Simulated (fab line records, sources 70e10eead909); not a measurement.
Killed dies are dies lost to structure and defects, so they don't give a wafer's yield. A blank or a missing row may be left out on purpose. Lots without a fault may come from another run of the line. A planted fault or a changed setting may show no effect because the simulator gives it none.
fab line records | flow nand_harc | part 2 of 2: steps 4 to 6 of 6
record lots=20 wafers=60 last_day=33
route steps=1302 shown A_STAIRCASE@679
lots that met no fault: from a run of the same line without faults
start_h: hours from the record's first day to the start of the lot's first wafer shown | wait_h: hours since the lot's step before | " the same as in the row above | L1.1+2: a row that stands for several wafers | - no value, or no start given | * or withheld: withheld | < > ~ a bound
route shown NAME@n: a module of which the file shows steps, and the number in the route of the first | usual: mean/standard deviation of fault-free wafers | same: alike in all rows | chamber/n: place in a boat | sites: the reading at each site | _std_site: their standard deviation | _edge_site: outer sites' mean less inner sites' | radius_mm: how far each site lies from the wafer's centre | mask NAME#n: copy n | behind: the tool/chamber that last shaped the wafer | hold: why the lot was held/for how many hours/how that ended | device: the transistor (n, p or np) that didn't switch | end of line: the same wafers' tests at the end of the route | a step without rows: its recipe alone | killed: dies lost to structure and defects at the first sort, not the wafer's yield | map: a wafer's dies, x killed, . not, _ none there
set.NAME: the setting as run; set.NAME@STEP: as run at that earlier step | model.NAME: the simulator's own value behind a step, which no gauge read
steps of the route over a sample of lots; a table a step, a row a wafer
services: from which hour (start_h, from the record's first day; less than 0 if before it) a tool's chamber was out of use, for how many hours, and why
## steps
# step NHARC_A_STAIRCASE_TRIM_224
# recipe time_s=211.2 o2_flow_sccm=500 ar_flow_sccm=0 bias_w=0 chemistry=O2
# usual drypump_motor_current_A=5.5/0.5 o2_flow_sccm=500.1/1.6 oes_product_au=1.000/0.012 rf_vpp_V=57.6/0.96 showerhead_plenum_p_Torr=3.48/0.17 throttle_valve_pct=17.037/0.0084
# columns lot.wafer tool chamber start_h wait_h drypump_motor_current_A o2_flow_sccm oes_product_au rf_hours_counter_h rf_vpp_V showerhead_plenum_p_Torr throttle_valve_pct
L074.3 rie_diel-01 0 - - 6.0 500.5 1.009 52 57.1 3.50 17.042
L074.1 " 1 " " 6.3 499.3 1.012 52 58.4 3.39 17.042
L074.5 " 0 " " 6.0 498.6 1.004 - 56.9 3.50 17.032
L076.4 rie_diel-06 3 - - 5.0 501.5 1.022 21 56.8 3.32 17.036
L076.2 " 0 " " 5.6 499.8 1.003 19 56.3 3.30 17.047
L076.6 " 3 " " 5.0 499.7 1.013 - 57.7 3.32 17.031
L077.4 rie_diel-06 2 - - 4.8 498.7 1.006 26 56.6 3.29 17.032
L077.6 " 3 " " 5.0 501.1 1.015 - 58.4 3.32 17.035
L077.5 " 0 " " 5.7 496.9 0.999 - 58.2 3.30 17.048
L078.3 rie_diel-06 3 - - 5.0 500.2 1.027 32 57.2 3.32 17.016
L078.1 " 0 " " 5.6 498.0 1.016 30 57.1 3.30 17.027
L078.6 " 0 " " 5.6 498.3 1.003 - 57.7 3.30 17.019
L080.3 rie_diel-01 2 - - 6.1 498.7 0.985 6 58.6 3.61 17.034
L080.1 " 0 " " 6.0 503.0 0.992 10 57.4 3.50 17.028
L080.2 " 1 " " 6.3 500.5 1.001 12 58.7 3.38 17.043
L081.2 rie_diel-01 3 - - 5.3 500.8 1.003 13 57.5 3.39 17.037
L081.4 " 1 " " 6.3 500.5 0.998 15 57.1 3.38 17.031
L081.5 " 3 " " 5.3 499.5 1.009 - 57.0 3.39 17.023
L082.2 rie_diel-01 0 - - 6.0 500.2 0.995 16 57.1 3.49 17.039
L082.6 " 1 " " 6.3 501.1 1.000 - 56.5 3.38 17.052
L082.5 " 2 " " 6.1 498.6 0.976 - 57.6 3.60 17.037
L083.1 rie_diel-06 1 - - 5.2 499.6 0.991 50 58.3 3.75 17.030
L083.2 " 0 " " 5.6 499.6 0.998 49 57.3 3.29 17.038
L083.5 " 1 " " 5.2 500.1 0.992 - 58.0 3.75 17.031
L085.3 rie_diel-01 1 - - 6.3 499.8 0.996 27 56.4 3.37 17.035
L085.2 " 2 " " 6.1 501.0 0.980 19 59.6 3.60 17.040
L085.1 " 0 " " 6.0 502.1 1.007 25 58.2 3.49 17.033
L084.3 rie_diel-06 3 - - 5.0 500.2 1.012 59 57.2 3.30 17.043
L084.4 " 0 " " 5.6 502.4 0.989 54 59.1 3.28 17.059
L084.5 " 0 " " 5.7 499.9 0.995 - 57.0 3.28 17.032
L088.1 rie_diel-01 0 - - 6.0 499.0 1.001 34 56.2 3.48 17.035
L088.4 " 1 " " 6.3 501.4 0.987 35 57.2 3.37 17.042
L088.5 " 3 " " 5.4 499.9 0.999 - 56.3 3.38 17.039
L087.3 rie_diel-01 2 - - 6.1 497.2 0.983 27 56.6 3.59 17.043
L087.2 " 3 " " 5.3 501.5 1.020 31 57.9 3.38 17.037
L087.5 " 2 " " 6.1 498.3 0.982 - 58.5 3.59 17.035
L089.4 rie_diel-01 1 - - 6.2 501.5 0.994 42 56.2 3.36 17.033
L089.2 " 3 " " 5.4 501.1 1.008 35 57.0 3.38 17.041
L089.5 " 1 " " 6.3 500.6 1.005 - 58.2 3.36 17.044
L091.2 rie_diel-08 0 - - 5.1 500.3 1.002 48 55.9 3.38 17.035
L091.4 " 2 " " 4.8 500.4 0.993 66 57.6 3.34 17.030
L091.5 " 3 " " 5.2 501.0 0.992 - 58.6 3.75 17.047
L092.2 rie_diel-06 3 - - 5.0 500.6 1.022 18 56.8 3.29 17.042
L092.1 " 0 " " 5.6 500.2 0.999 19 58.1 3.80 17.045
L092.3 " 1 " " 5.2 498.2 0.985 20 58.3 3.73 17.044
L093.3 rie_diel-06 2 - - 4.8 499.3 1.004 15 58.2 3.80 17.042
L093.4 " 0 " " 5.6 501.9 1.003 22 59.7 3.80 17.045
L093.6 " 2 " " 4.8 498.9 1.009 - 58.0 3.80 17.025
L094.2 rie_diel-08 1 - - 4.9 502.1 0.990 1 58.0 3.51 17.043
L094.6 " 1 " " 4.9 500.2 0.989 - 58.0 3.51 17.052
L094.5 " 2 " " 4.9 499.1 1.006 - 57.2 3.34 17.032
L096.1 rie_diel-01 3 - - 5.3 502.6 1.012 5 57.4 3.37 17.038
L096.3 " 1 " " 6.3 497.9 1.001 3 59.1 3.35 17.033
L096.4 " 2 " " 6.0 501.2 0.995 5 55.7 3.58 17.038
L095.2 rie_diel-06 0 - - 5.7 499.3 1.005 30 58.6 3.79 17.036
L095.4 " 1 " " 5.2 501.3 0.992 30 58.4 3.73 17.052
L095.5 " 0 " " 5.7 502.1 0.995 - 57.0 3.79 17.029
L097.2 rie_diel-08 0 - - 5.1 497.6 0.996 12 57.9 3.37 17.047
L097.4 " 1 " " 4.9 499.5 0.994 10 58.9 3.51 17.041
L097.6 " 1 " " 4.9 499.9 0.995 - 57.6 3.51 17.034
# step NHARC_A_STAIRCASE_TRIM_231
# recipe time_s=211.2 o2_flow_sccm=500 ar_flow_sccm=0 bias_w=0 chemistry=O2
# usual drypump_motor_current_A=5.4/0.5 o2_flow_sccm=500.0/1.5 oes_product_au=1.001/0.011 rf_vpp_V=57.7/0.95 showerhead_plenum_p_Torr=3.50/0.18 throttle_valve_pct=17.036/0.0081
# columns lot.wafer tool chamber start_h wait_h drypump_motor_current_A o2_flow_sccm oes_product_au rf_hours_counter_h rf_vpp_V showerhead_plenum_p_Torr throttle_valve_pct
L074.1 rie_diel-06 2 - - 4.8 499.1 1.019 21 57.0 3.29 17.038
L074.3 " 3 " " 5.0 499.4 1.012 19 56.4 3.33 17.035
L074.5 " 1 " " 5.2 496.3 0.999 - 58.7 3.77 17.031
L076.2 rie_diel-06 2 - - 4.8 500.6 1.007 24 57.2 3.29 17.027
L076.4 " 3 " " 5.0 499.7 1.017 21 56.8 3.32 17.047
L076.6 " 2 " " 4.8 499.6 1.002 - 56.1 3.29 17.033
L077.6 rie_diel-08 0 - - 5.1 498.8 0.995 - 57.2 3.40 17.040
L077.5 " 1 " " 4.9 500.4 1.000 - 58.5 3.54 17.034
L077.4 " 2 " " 4.8 500.6 0.990 - 57.2 3.38 17.036
L078.1 rie_diel-08 0 - - 5.1 501.4 0.996 11 57.4 3.40 17.050
L078.3 " 1 " " 4.9 500.9 0.987 11 57.6 3.54 17.043
L078.6 " 3 " " 5.2 500.5 0.985 - 59.0 3.77 17.035
L080.3 rie_diel-08 3 - - 5.2 497.9 0.993 6 58.4 3.77 17.035
L080.2 " 0 " " 5.1 500.6 1.006 13 57.0 3.39 17.029
L080.1 " 1 " " 4.9 500.9 0.998 14 57.5 3.54 17.022
L081.4 rie_diel-06 0 - - 5.7 498.2 1.003 38 57.7 3.29 17.041
L081.2 " 3 " " 5.0 499.4 1.019 40 57.5 3.31 17.028
L081.5 " 0 " " 5.6 501.8 0.996 - 56.7 3.29 17.044
L082.2 rie_diel-01 0 - - 6.0 500.6 1.003 16 57.1 3.49 17.030
L082.6 " 1 " " 6.3 498.3 1.009 - 57.4 3.37 17.033
L082.5 " 2 " " 6.1 500.0 0.984 - 57.9 3.60 17.039
L083.1 rie_diel-08 2 - - 4.8 500.2 0.984 41 57.5 3.36 17.041
L083.2 " 0 " " 5.1 502.1 1.000 30 57.9 3.39 17.034
L083.5 " 3 " " 5.2 498.9 1.000 - 58.1 3.76 17.037
L085.2 rie_diel-01 0 - - 6.0 499.9 1.012 25 56.9 3.49 17.049
L085.3 " 2 " " 6.1 500.3 0.981 19 59.1 3.60 17.022
L085.1 " 3 " " 5.3 502.5 1.012 23 55.5 3.38 17.036
L084.4 rie_diel-01 1 - - 6.3 499.0 0.983 28 57.8 3.37 17.032
L084.3 " 3 " " 5.3 501.1 1.010 23 58.5 3.38 17.031
L084.5 " 1 " " 6.3 501.0 0.999 - 56.2 3.37 17.031
L088.4 rie_diel-06 0 - - 5.6 500.4 1.000 3 59.3 3.81 17.032
L088.1 " 2 " " 4.8 503.1 1.008 3 59.9 3.81 17.030
L088.5 " 1 " " 5.2 503.0 0.995 - 58.6 3.74 17.030
L087.2 rie_diel-06 0 - - 5.6 499.8 0.990 3 57.3 3.81 17.032
L087.3 " 3 " " 5.0 501.4 1.028 4 57.4 3.30 17.032
L087.5 " 1 " " 5.2 500.4 0.995 - 58.3 3.74 17.056
L089.4 rie_diel-01 3 - - 5.4 497.7 1.010 35 57.4 3.38 17.040
L089.2 " 0 " " 6.0 502.6 1.001 41 57.9 3.48 17.046
L089.5 " 3 " " 5.3 498.3 1.006 - 58.2 3.38 17.045
L091.4 rie_diel-08 1 - - 4.9 498.7 1.008 55 58.2 3.52 17.037
L091.2 " 2 " " 4.8 499.8 0.993 67 57.4 3.34 17.033
L091.5 " 1 " " 4.9 500.3 0.995 - 57.9 3.51 17.035
L092.1 rie_diel-01 1 - - 6.3 501.1 1.004 52 56.5 3.36 17.046
L092.2 " 2 " " 6.1 500.7 0.977 39 57.0 3.59 17.031
L092.3 " 3 " " 5.3 501.8 1.008 43 57.7 3.37 17.033
L093.3 rie_diel-01 3 - - 5.3 498.3 1.000 47 56.3 3.37 17.024
L093.4 " 2 " " 6.1 499.2 0.985 41 57.7 3.59 17.026
L093.6 " 3 " " 5.3 499.3 1.000 - 57.9 3.37 17.040
L094.2 rie_diel-06 1 - - 5.2 498.9 0.991 27 57.4 3.73 17.038
L094.6 " 3 " " 5.0 499.5 1.013 - 58.3 3.29 17.047
L094.5 " 0 " " 5.7 499.5 1.007 - 57.8 3.79 17.027
L096.4 rie_diel-01 2 - - 6.0 501.6 0.991 6 58.3 3.58 17.039
L096.1 " 3 " " 5.3 497.7 1.002 6 56.6 3.37 17.036
L096.3 " 0 " " 6.0 499.3 0.993 4 57.5 3.47 17.032
L095.2 rie_diel-06 0 - - 5.6 496.5 1.003 30 60.6 3.79 17.025
L095.4 " 1 " " 5.2 499.8 0.989 30 59.9 3.73 17.031
L095.5 " 0 " " 5.7 496.1 1.002 - 58.2 3.79 17.036
L097.2 rie_diel-06 3 - - 5.0 499.5 1.003 34 57.6 3.29 17.025
L097.4 " 0 " " 5.6 502.1 0.995 35 57.6 3.79 17.031
L097.6 " 2 " " 4.8 501.3 1.004 - 59.6 3.79 17.043
# step NHARC_A_STAIRCASE_ETCH_232
# recipe target_depth_a=1000 time_s=40.5 ion_energy_ev=400 c4f8_flow_sccm=20 o2_flow_sccm=10 ar_flow_sccm=withheld rf_w=600 bias_w=1000 chemistry=C4F8/O2
# usual oes_product_au=0.944/0.013 rf_vpp_V=895/6.7
# columns lot.wafer tool chamber start_h wait_h oes_product_au rf_hours_counter_h rf_vpp_V
L074.3 rie_diel-06 1 - - 0.927 19 905
L074.1 " 3 " " 0.956 19 888
L074.5 " 2 " " 0.945 - 887
L076.2 rie_diel-06 2 - - 0.939 24 887
L076.4 " 0 " " 0.939 19 888
L076.6 " 1 " " 0.933 - 905
L077.5 rie_diel-08 2 - - 0.929 - 890
L077.4 " 0 " " 0.943 - 893
L077.6 " 1 " " 0.934 - 895
L078.1 rie_diel-08 3 - - 0.924 4 904
L078.3 " 0 " " 0.943 11 892
L078.6 " 2 " " 0.937 - 891
L080.1 rie_diel-08 2 - - 0.938 15 891
L080.3 " 0 " " 0.951 13 890
L080.2 " 1 " " 0.944 14 896
L081.2 rie_diel-06 3 - - 0.982 40 888
L081.4 " 2 " " 0.964 37 887
L081.5 " 0 " " 0.942 - 888
L082.2 rie_diel-01 1 - - 0.955 18 890
L082.5 " 3 " " 0.958 - 891
L082.6 " 0 " " 0.959 - 895
L083.1 rie_diel-08 3 - - 0.941 27 905
L083.2 " 2 " " 0.944 41 889
L083.5 " 2 " " 0.943 - 890
L085.3 rie_diel-01 3 - - 0.946 23 890
L085.2 " 0 " " 0.947 26 895
L085.1 " 1 " " 0.940 28 890
L084.4 rie_diel-01 2 - - 0.923 20 899
L084.3 " 3 " " 0.946 23 890
L084.5 " 1 " " 0.922 - 890
L088.1 rie_diel-06 3 - - 0.979 3 888
L088.4 " 1 " " 0.929 3 903
L088.5 " 3 " " 0.963 - 889
L087.3 rie_diel-06 2 - - 0.965 4 907
L087.2 " 0 " " 0.939 4 906
L087.5 " 3 " " 0.970 - 887
L089.2 rie_diel-01 2 - - 0.935 31 899
L089.4 " 3 " " 0.943 35 890
L089.5 " 1 " " 0.941 - 891
L091.2 rie_diel-08 1 - - 0.944 55 896
L091.4 " 0 " " 0.935 48 891
L091.5 " 2 " " 0.937 - 889
L092.1 rie_diel-01 2 - - 0.924 39 899
L092.2 " 0 " " 0.937 50 894
L092.3 " 1 " " 0.936 52 889
L093.3 rie_diel-01 0 - - 0.950 55 896
L093.4 " 2 " " 0.935 41 897
L093.6 " 0 " " 0.959 - 894
L094.2 rie_diel-06 2 - - 0.982 19 905
L094.6 " 3 " " 0.961 - 888
L094.5 " 0 " " 0.946 - 906
L096.4 rie_diel-01 2 - - 0.939 6 898
L096.3 " 3 " " 0.950 6 889
L096.1 " 0 " " 0.955 4 893
L095.4 rie_diel-06 2 - - 0.945 23 906
L095.2 " 3 " " 0.959 28 886
L095.5 " 1 " " 0.920 - 903
L097.4 rie_diel-06 0 - - 0.949 35 905
L097.2 " 2 " " 0.956 27 905
L097.6 " 1 " " 0.953 - 903
## services
# columns tool chamber start_h hours kind
rie_diel-06 0 340.77 - clean
rie_diel-06 1 340.77 - clean
rie_diel-06 2 340.77 - clean
rie_diel-06 3 340.77 - clean
rie_diel-08 3 362.54 5.3 repair
rie_diel-06 0 365.27 - clean
rie_diel-06 1 365.27 - clean
rie_diel-06 2 365.27 - clean
rie_diel-06 3 365.27 - clean
rie_diel-08 - 370.30 9.0 pm
rie_diel-01 - 380.84 9.0 pm
rie_diel-06 0 389.79 - clean
rie_diel-06 1 389.79 - clean
rie_diel-06 2 389.79 - clean
rie_diel-06 3 389.79 - clean
rie_diel-06 2 396.28 6.9 repair
rie_diel-06 0 414.29 - clean
rie_diel-06 - 484.27 9.0 pm
rie_diel-08 3 484.52 13.7 repair
rie_diel-08 0 500.86 19.0 repair
rie_diel-06 1 513.87 7.6 repair
rie_diel-08 3 522.70 4.1 repair
rie_diel-08 - 547.30 9.0 pm
rie_diel-01 - 557.91 9.0 pm
